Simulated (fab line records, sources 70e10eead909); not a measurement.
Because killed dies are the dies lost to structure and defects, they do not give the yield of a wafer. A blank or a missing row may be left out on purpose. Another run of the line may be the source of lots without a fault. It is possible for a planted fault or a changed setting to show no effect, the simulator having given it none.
Matching of chambers    flow nand harc    pecvd-03 running NHARC_P_M1_DEP_33: 3 sister chambers
The step deposits SiCN, target thk 30 nm. 14 wafers are shown with their chamber, then 7 later ones without.

== WAFERS, EACH WITH ITS CHAMBER ==
wafer   chamber  heater power w (W)
L078.3  1        664
L078.4  0        495
L078.6  1        686
L087.1  0        468
L087.2  1        627
L087.3  2        610
L086.1  0        509
L086.3  2        540
L086.5  0        500
L090.1  0        506
L090.3  1        635
L090.5  2        639
L093.1  1        645
L093.3  0        505

SIGNATURES (means of the wafers above)
reading         chamber 0  chamber 1  chamber 2  scatter within a chamber
heater power w  497.17     651.40     596.33     27.9
Rule: for a wafer and a chamber, the distance is found by dividing, reading by reading, the gap between the wafer's reading and the chamber's mean by the reading's scatter, squaring, summing and taking the root. If the next closest chamber is less than 2 further off than the closest, the wafer can't be placed; otherwise it belongs to the closest. How the scatter is found: for the shown wafers, subtract from each reading the mean of its chamber, square and add these, divide the total by (wafers less chambers), then take the root.

== WAFERS WITHOUT THEIR CHAMBER ==
wafer   heater power w (W)
L093.4  660
L095.3  650
L095.5  617
L095.6  475
L097.1  627
L097.3  644
L097.4  663

== WHICH CHAMBER EACH WENT THROUGH ==
wafer   from the rows above      in truth
L093.4  can't be placed: 1 or 2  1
L095.3  can't be placed: 1 or 2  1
L095.5  can't be placed: 2 or 1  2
L095.6  0                        0
L097.1  can't be placed: 1 or 2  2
L097.3  can't be placed: 1 or 2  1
L097.4  can't be placed: 1 or 2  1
Placed correctly: 1 of 7. Not placeable from these rows: 6 (in 6, the candidates include the true chamber). Placed wrongly: 0.
